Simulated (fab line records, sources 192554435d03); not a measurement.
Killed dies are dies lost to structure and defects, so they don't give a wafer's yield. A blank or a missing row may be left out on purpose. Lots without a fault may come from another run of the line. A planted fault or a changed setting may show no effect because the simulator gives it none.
A sampling plan put to the test | flow n5_finfet | one fab line, 40 faults that these records tell of, each judged on the records of the lots that it struck
The plan is the line's own looks: the steps of the route at which a gauge or an inspection reads the wafer and doesn't change it. A look can be judged if struck wafers have a number there and the file gives its usual mean and standard deviation on fault-free wafers. Caught: at a look after the fault's first step, the mean of the struck wafers lies 4 or more of those standard deviations (sigma) from the usual mean. On the tool: the same test on the tool's own readings at the fault's steps. Another recipe on the struck wafers, or a record that is blank for them alone, also counts as caught.

THE FAULTS, as the simulator had put them in
1. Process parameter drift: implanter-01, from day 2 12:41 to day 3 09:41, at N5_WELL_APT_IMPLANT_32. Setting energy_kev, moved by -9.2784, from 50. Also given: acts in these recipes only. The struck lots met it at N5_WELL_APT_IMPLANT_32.
2. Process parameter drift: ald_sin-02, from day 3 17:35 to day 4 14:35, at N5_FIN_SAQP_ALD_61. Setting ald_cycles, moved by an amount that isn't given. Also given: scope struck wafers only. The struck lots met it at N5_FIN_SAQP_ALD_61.
3. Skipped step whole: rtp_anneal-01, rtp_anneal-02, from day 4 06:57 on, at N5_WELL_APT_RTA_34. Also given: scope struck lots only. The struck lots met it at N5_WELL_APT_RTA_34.
4. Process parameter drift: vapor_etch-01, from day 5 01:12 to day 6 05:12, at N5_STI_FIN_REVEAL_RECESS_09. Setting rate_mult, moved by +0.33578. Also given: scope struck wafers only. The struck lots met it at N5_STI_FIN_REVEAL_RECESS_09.
5. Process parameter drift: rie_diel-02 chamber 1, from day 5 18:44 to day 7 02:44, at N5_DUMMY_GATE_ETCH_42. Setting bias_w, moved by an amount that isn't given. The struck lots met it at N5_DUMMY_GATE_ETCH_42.
6. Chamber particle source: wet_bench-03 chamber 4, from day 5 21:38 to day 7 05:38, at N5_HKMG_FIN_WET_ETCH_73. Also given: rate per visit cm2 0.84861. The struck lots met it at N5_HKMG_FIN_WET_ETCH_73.
7. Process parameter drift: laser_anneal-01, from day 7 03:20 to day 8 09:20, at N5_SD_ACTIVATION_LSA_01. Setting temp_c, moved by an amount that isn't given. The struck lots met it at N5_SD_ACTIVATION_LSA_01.
8. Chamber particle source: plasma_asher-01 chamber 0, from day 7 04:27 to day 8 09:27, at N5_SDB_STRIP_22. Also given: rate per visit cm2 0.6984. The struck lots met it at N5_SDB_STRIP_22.
9. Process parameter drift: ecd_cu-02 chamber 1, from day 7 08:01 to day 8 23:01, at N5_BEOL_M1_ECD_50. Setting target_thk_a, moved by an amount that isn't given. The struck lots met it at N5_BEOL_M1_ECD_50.
10. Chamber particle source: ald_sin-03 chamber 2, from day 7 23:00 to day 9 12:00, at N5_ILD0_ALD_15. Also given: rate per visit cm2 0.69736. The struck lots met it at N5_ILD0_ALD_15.
11. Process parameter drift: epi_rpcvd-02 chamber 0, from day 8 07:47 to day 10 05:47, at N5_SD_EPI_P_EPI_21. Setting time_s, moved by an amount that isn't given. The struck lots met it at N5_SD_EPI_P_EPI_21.
12. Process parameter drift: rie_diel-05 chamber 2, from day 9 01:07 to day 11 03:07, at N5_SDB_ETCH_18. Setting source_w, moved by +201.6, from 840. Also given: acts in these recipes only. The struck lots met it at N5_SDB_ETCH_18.
13. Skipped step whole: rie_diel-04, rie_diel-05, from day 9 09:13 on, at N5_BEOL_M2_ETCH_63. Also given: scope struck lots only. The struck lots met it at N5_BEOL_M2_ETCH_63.
14. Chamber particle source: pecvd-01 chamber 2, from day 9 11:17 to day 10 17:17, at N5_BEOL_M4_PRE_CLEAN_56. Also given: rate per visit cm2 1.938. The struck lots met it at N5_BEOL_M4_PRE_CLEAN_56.
15. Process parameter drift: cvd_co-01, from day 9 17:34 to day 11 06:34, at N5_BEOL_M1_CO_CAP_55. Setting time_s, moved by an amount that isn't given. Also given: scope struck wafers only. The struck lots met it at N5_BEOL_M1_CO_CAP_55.
16. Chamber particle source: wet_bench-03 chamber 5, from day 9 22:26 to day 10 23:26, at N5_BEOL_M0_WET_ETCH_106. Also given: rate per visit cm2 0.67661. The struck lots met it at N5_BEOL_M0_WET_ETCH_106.
17. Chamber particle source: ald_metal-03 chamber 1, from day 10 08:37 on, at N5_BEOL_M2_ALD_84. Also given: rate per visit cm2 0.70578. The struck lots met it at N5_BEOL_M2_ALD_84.
18. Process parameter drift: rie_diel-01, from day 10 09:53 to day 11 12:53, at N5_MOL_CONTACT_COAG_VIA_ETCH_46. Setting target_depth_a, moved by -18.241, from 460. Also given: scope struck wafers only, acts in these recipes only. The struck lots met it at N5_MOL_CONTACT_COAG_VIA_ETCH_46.
19. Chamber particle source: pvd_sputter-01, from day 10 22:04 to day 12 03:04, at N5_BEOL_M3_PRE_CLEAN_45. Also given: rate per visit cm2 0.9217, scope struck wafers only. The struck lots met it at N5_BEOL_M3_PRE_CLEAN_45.
20. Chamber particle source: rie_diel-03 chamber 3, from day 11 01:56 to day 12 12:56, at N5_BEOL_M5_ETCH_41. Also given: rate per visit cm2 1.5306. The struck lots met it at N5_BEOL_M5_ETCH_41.
21. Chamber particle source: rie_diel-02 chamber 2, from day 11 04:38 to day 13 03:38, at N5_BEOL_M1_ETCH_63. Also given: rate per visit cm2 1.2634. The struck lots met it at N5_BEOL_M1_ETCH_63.
22. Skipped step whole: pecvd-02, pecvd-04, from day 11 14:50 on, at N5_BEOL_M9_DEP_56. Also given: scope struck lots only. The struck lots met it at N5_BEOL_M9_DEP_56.
23. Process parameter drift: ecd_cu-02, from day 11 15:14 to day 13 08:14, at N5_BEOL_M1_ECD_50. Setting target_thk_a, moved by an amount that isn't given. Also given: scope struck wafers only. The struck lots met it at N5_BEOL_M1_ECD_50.
24. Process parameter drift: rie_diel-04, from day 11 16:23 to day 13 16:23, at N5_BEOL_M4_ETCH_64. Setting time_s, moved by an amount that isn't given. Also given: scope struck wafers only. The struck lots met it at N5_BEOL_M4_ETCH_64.
25. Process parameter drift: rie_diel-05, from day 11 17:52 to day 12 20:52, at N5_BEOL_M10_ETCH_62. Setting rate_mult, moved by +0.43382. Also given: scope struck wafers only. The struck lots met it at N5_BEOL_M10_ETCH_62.
26. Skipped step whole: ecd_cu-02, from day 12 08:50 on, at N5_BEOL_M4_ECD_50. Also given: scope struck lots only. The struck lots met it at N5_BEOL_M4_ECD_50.
27. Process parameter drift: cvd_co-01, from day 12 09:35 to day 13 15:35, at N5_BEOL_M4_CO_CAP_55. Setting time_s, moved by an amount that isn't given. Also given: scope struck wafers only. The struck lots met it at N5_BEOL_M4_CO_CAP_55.
28. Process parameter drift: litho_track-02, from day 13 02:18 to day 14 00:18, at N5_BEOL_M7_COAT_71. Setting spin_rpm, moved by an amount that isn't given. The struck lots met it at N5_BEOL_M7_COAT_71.
29. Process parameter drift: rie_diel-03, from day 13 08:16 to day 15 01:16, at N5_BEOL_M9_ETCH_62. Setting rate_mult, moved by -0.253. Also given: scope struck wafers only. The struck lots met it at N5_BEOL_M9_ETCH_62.
30. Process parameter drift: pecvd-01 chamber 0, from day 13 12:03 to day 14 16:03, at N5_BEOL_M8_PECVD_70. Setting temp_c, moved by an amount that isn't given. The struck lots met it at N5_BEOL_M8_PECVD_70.
31. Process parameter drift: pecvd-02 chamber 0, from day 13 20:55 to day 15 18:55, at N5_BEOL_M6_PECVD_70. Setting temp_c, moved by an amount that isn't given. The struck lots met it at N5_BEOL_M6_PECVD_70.
32. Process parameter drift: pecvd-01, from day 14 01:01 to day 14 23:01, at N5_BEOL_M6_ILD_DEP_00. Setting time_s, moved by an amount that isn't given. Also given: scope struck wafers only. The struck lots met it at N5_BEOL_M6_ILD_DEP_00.
33. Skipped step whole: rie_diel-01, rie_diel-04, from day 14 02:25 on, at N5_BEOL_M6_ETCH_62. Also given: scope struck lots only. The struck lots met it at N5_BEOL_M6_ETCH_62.
34. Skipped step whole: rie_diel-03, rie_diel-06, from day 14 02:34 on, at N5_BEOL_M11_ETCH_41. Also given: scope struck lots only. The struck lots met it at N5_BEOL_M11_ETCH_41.
35. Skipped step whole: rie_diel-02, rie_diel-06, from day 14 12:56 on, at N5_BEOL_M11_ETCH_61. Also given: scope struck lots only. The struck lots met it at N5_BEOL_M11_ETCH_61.
36. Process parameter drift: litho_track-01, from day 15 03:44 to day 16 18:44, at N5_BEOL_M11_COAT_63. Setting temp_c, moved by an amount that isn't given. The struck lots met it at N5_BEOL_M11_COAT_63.
37. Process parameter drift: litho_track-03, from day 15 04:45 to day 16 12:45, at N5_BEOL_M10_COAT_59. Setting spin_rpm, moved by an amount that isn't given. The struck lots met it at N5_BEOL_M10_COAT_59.
38. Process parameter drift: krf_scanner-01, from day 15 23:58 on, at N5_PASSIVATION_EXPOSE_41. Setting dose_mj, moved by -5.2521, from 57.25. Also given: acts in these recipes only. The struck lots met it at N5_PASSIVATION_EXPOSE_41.
39. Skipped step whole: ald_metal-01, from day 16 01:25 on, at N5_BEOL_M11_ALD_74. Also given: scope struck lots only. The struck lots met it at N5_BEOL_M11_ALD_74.
40. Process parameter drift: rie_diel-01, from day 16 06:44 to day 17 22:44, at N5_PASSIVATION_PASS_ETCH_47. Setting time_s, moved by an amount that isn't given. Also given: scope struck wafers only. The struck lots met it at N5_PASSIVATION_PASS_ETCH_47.

WHAT THE PLAN SAW
fault | on the tool itself                               | first look that catches it                      | reading, sigma        | median hours from its first step to that look | hours from the fault's start to the first struck lot there | judged looks passed uncaught
1     | beam_energy_keV -99 or beyond sigma              | N5_BEOL_M4_RC_MEAS_101                          | CJ_N +8.0             | 166.0                                         | 170                                                        | 1
2     | under 2 sigma                                    | not the one look that can be judged after it    | -                     | -                                             | -                                                          | 1
3     | the tool's record is blank for the struck wafers | N5_BEOL_M4_RC_MEAS_101                          | RS_PWELL -22          | 169.2                                         | 174                                                        | 0
4     | under 2 sigma                                    | N5_STI_FIN_REVEAL_FIN_H_MEAS_10                 | trench_depth_nm +22   | 2.7                                           | 6                                                          | 1
5     | bias_w -67 sigma                                 | not the one look that can be judged after it    | -                     | -                                             | -                                                          | 1
6     | under 2 sigma                                    | not the one look that can be judged after it    | -                     | -                                             | -                                                          | 1
7     | wafer_temp_C_max -29 sigma                       | N5_SD_ACTIVATION_RS_MEAS_03                     | RS_SD_N +14           | 0.2                                           | 3                                                          | 0
8     | under 2 sigma                                    | not the one look that can be judged after it    | -                     | -                                             | -                                                          | 1
9     | no reading that can be judged                    | none of the 2 looks that can be judged after it | -                     | -                                             | -                                                          | 2
10    | under 2 sigma                                    | no look after it can be judged                  | -                     | -                                             | -                                                          | 0
11    | no reading that can be judged                    | N5_SD_EPI_P_EPI_MEAS_23                         | thk_nm -5.2           | 1.8                                           | 8                                                          | 0
12    | rf_fwd_power_W +80 sigma                         | not the one look that can be judged after it    | -                     | -                                             | -                                                          | 1
13    | the tool's record is blank for the struck wafers | no look after it can be judged                  | -                     | -                                             | -                                                          | 0
14    | no reading that can be judged                    | N5_BEOL_M4_INSPECT_59                           | raw_defect_count +62  | 0.1                                           | 9                                                          | 0
15    | run_length_s -62 sigma                           | not the one look that can be judged after it    | -                     | -                                             | -                                                          | 1
16    | no reading that can be judged                    | no look after it can be judged                  | -                     | -                                             | -                                                          | 0
17    | under 2 sigma                                    | no look after it can be judged                  | -                     | -                                             | -                                                          | 0
18    | under 2 sigma                                    | not the one look that can be judged after it    | -                     | -                                             | -                                                          | 1
19    | under 2 sigma                                    | not the one look that can be judged after it    | -                     | -                                             | -                                                          | 1
20    | under 2 sigma                                    | none of the 3 looks that can be judged after it | -                     | -                                             | -                                                          | 3
21    | under 2 sigma                                    | N5_BEOL_M1_INSPECT_30                           | raw_defect_count +6.2 | 1.0                                           | 14                                                         | 0
22    | the tool's record is blank for the struck wafers | no look after it can be judged                  | -                     | -                                             | -                                                          | 0
23    | no reading that can be judged                    | not the one look that can be judged after it    | -                     | -                                             | -                                                          | 1
24    | under 2 sigma                                    | not the one look that can be judged after it    | -                     | -                                             | -                                                          | 1
25    | under 2 sigma                                    | no look after it can be judged                  | -                     | -                                             | -                                                          | 0
26    | no reading that can be judged                    | no look after it can be judged                  | -                     | -                                             | -                                                          | 0
27    | run_length_s +99 or beyond sigma                 | not the one look that can be judged after it    | -                     | -                                             | -                                                          | 1
28    | spin_speed_rpm -99 or beyond sigma               | no look after it can be judged                  | -                     | -                                             | -                                                          | 0
29    | under 2 sigma                                    | N5_BEOL_M9_OCD_MEAS_38                          | trench_depth_nm -17   | 1.6                                           | 2                                                          | 0
30    | susceptor_temp_C +99 or beyond sigma             | not the one look that can be judged after it    | -                     | -                                             | -                                                          | 1
31    | susceptor_temp_C +99 or beyond sigma             | no look after it can be judged                  | -                     | -                                             | -                                                          | 0
32    | under 2 sigma                                    | N5_BEOL_M6_THK_MEAS_01                          | M6_ILD_THK +41        | 0.6                                           | 5                                                          | 0
33    | the tool's record is blank for the struck wafers | no look after it can be judged                  | -                     | -                                             | -                                                          | 0
34    | the tool's record is blank for the struck wafers | no look after it can be judged                  | -                     | -                                             | -                                                          | 0
35    | the tool's record is blank for the struck wafers | no look after it can be judged                  | -                     | -                                             | -                                                          | 0
36    | plate_temp_C -99 or beyond sigma                 | no look after it can be judged                  | -                     | -                                             | -                                                          | 0
37    | spin_speed_rpm +54 sigma                         | no look after it can be judged                  | -                     | -                                             | -                                                          | 0
38    | exposure_dose_mJ_cm2 -91 sigma                   | N5_PASSIVATION_CD_MEAS_44                       | cd_nm -10             | 0.2                                           | 1                                                          | 0
39    | the tool's record is blank for the struck wafers | no look after it can be judged                  | -                     | -                                             | -                                                          | 0
40    | run_length_s -59 sigma                           | no look after it can be judged                  | -                     | -                                             | -                                                          | 0
A dash: the fault isn't caught, or these records don't give the number.

Caught at a look: 10 of 40. Caught on the tool: 20 of 40. By one or the other: 26 of 40.
Caught on the tool alone: faults 5, 12, 13, 15, 22, 27, 28, 30, 31, 33, 34, 35, 36, 37, 39, 40.
Caught at a look alone: faults 4, 11, 14, 21, 29, 32.
Caught by neither: faults 2, 6, 8, 9, 10, 16, 17, 18, 19, 20, 23, 24, 25, 26.

THINNER SAMPLING
If the look that catches a fault measured only every second or every third lot, by lot number, the first struck lot would be measured this late in the worst case:
fault | struck lots at that look, in order of time | every lot | every second lot | every third lot
1     | L573, L575, L574                           | 170 h     | 175 h            | 175 h
3     | L386, L385                                 | 174 h     | 177 h            | may miss all 2
4     | L341, L343                                 | 6 h       | may miss all 2   | may miss all 2
7     | L341, L343                                 | 3 h       | may miss all 2   | may miss all 2
11    | L512, L514                                 | 8 h       | may miss all 2   | may miss all 2
14    | L977                                       | 9 h       | may miss it      | may miss it
21    | L834                                       | 14 h      | may miss it      | may miss it
29    | L856, L857                                 | 2 h       | 14 h             | may miss all 2
32    | L106                                       | 5 h       | may miss it      | may miss it
38    | L404, L401                                 | 1 h       | 2 h              | may miss all 2
Hours are from the fault's start to the first struck lot that is measured. The limit of 4 sigma was tested on all struck wafers together, so one lot alone may lie under it. Other struck lots may not be in these records.

THE LONGEST TIMED WAY FROM STEP TO LOOK
Fault 3: a median of 169.2 hours passes between N5_WELL_APT_RTA_34 and N5_BEOL_M4_RC_MEAS_101. No look between them can be judged.
